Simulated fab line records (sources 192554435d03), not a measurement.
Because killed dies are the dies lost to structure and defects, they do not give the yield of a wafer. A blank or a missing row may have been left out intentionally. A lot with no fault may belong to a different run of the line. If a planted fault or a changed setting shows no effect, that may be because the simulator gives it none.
Matching of chambers :: flow n5Finfet :: pecvd-04 running N5_BEOL_M5_DEP_56: 3 sister chambers
The step deposits SiCN from 3MS/NH3, target thk 8 nm, time 14 s. 20 wafers are shown with their chamber, then 10 later ones without.

WAFERS WITH THEIR CHAMBER
wafer: L076.2
chamber: 0
throttleValvePct (%): 8.7
showerheadPlenumPTorr (Torr): 3.663

wafer: L076.3
chamber: 2
throttleValvePct (%): 8.4
showerheadPlenumPTorr (Torr): 3.678

wafer: L076.6
chamber: 2
throttleValvePct (%): 8.8
showerheadPlenumPTorr (Torr): 3.689

wafer: L084.1
chamber: 0
throttleValvePct (%): 8.6
showerheadPlenumPTorr (Torr): 3.655

wafer: L084.2
chamber: 1
throttleValvePct (%): 9.6
showerheadPlenumPTorr (Torr): 3.647

wafer: L084.3
chamber: 2
throttleValvePct (%): 8.7
showerheadPlenumPTorr (Torr): 3.687

wafer: L084.4
chamber: 1
throttleValvePct (%): 9.8
showerheadPlenumPTorr (Torr): 3.652

wafer: L084.5
chamber: 0
throttleValvePct (%): 8.5
showerheadPlenumPTorr (Torr): 3.668

wafer: L084.6
chamber: 2
throttleValvePct (%): 8.5
showerheadPlenumPTorr (Torr): 3.679

wafer: L086.1
chamber: 0
throttleValvePct (%): 8.7
showerheadPlenumPTorr (Torr): 3.667

wafer: L086.2
chamber: 2
throttleValvePct (%): 8.7
showerheadPlenumPTorr (Torr): 3.684

wafer: L086.3
chamber: 1
throttleValvePct (%): 9.7
showerheadPlenumPTorr (Torr): 3.654

wafer: L086.4
chamber: 0
throttleValvePct (%): 8.4
showerheadPlenumPTorr (Torr): 3.662

wafer: L086.5
chamber: 2
throttleValvePct (%): 8.4
showerheadPlenumPTorr (Torr): 3.676

wafer: L086.6
chamber: 1
throttleValvePct (%): 9.8
showerheadPlenumPTorr (Torr): 3.655

wafer: L085.3
chamber: 0
throttleValvePct (%): 8.7
showerheadPlenumPTorr (Torr): 3.659

wafer: L085.5
chamber: 0
throttleValvePct (%): 8.5
showerheadPlenumPTorr (Torr): 3.663

wafer: L085.6
chamber: 2
throttleValvePct (%): 8.5
showerheadPlenumPTorr (Torr): 3.695

wafer: L093.1
chamber: 0
throttleValvePct (%): 8.7
showerheadPlenumPTorr (Torr): 3.662

wafer: L093.3
chamber: 2
throttleValvePct (%): 8.6
showerheadPlenumPTorr (Torr): 3.682

SIGNATURES, as means of the wafers listed above
reading: throttleValvePct
chamber 0: 8.600
chamber 1: 9.725
chamber 2: 8.575
scatter within a chamber: 0.129

reading: showerheadPlenumPTorr
chamber 0: 3.66237
chamber 1: 3.65200
chamber 2: 3.68375
scatter within a chamber: 0.0051
Rule: a wafer's distance from a chamber is the root of the sum, over the readings, of the square of ((its reading less the chamber's mean) divided by the reading's scatter). The wafer belongs to the nearest chamber; if the next one is less than 2 further off, it can't be placed. The scatter is the square root of a quotient: the sum, over the shown wafers, of each reading's squared deviation from its chamber's mean, divided by wafers minus chambers.

WAFERS WITH NO CHAMBER GIVEN
wafer: L093.5
throttleValvePct (%): 8.8
showerheadPlenumPTorr (Torr): 3.675

wafer: L095.2
throttleValvePct (%): 9.5
showerheadPlenumPTorr (Torr): 3.648

wafer: L095.4
throttleValvePct (%): 9.7
showerheadPlenumPTorr (Torr): 3.661

wafer: L095.5
throttleValvePct (%): 8.7
showerheadPlenumPTorr (Torr): 3.678

wafer: L096.1
throttleValvePct (%): 9.6
showerheadPlenumPTorr (Torr): 3.647

wafer: L096.2
throttleValvePct (%): 8.6
showerheadPlenumPTorr (Torr): 3.665

wafer: L096.3
throttleValvePct (%): 8.6
showerheadPlenumPTorr (Torr): 3.665

wafer: L096.4
throttleValvePct (%): 8.8
showerheadPlenumPTorr (Torr): 3.668

wafer: L096.5
throttleValvePct (%): 9.6
showerheadPlenumPTorr (Torr): 3.653

wafer: L096.6
throttleValvePct (%): 8.8
showerheadPlenumPTorr (Torr): 3.675

WHICH CHAMBER EACH WENT THROUGH
wafer: L093.5
from the rows above: can't be placed: 2 or 0
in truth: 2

wafer: L095.2
from the rows above: 1
in truth: 1

wafer: L095.4
from the rows above: 1
in truth: 1

wafer: L095.5
from the rows above: can't be placed: 2 or 0
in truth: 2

wafer: L096.1
from the rows above: 1
in truth: 1

wafer: L096.2
from the rows above: 0
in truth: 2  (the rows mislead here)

wafer: L096.3
from the rows above: 0
in truth: 0

wafer: L096.4
from the rows above: can't be placed: 0 or 2
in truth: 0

wafer: L096.5
from the rows above: 1
in truth: 1

wafer: L096.6
from the rows above: can't be placed: 2 or 0
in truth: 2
Correctly placed: 5 of 10. Unplaceable from these rows: 4, with the true chamber sitting among the candidates in 4. Number placed wrongly: 1.
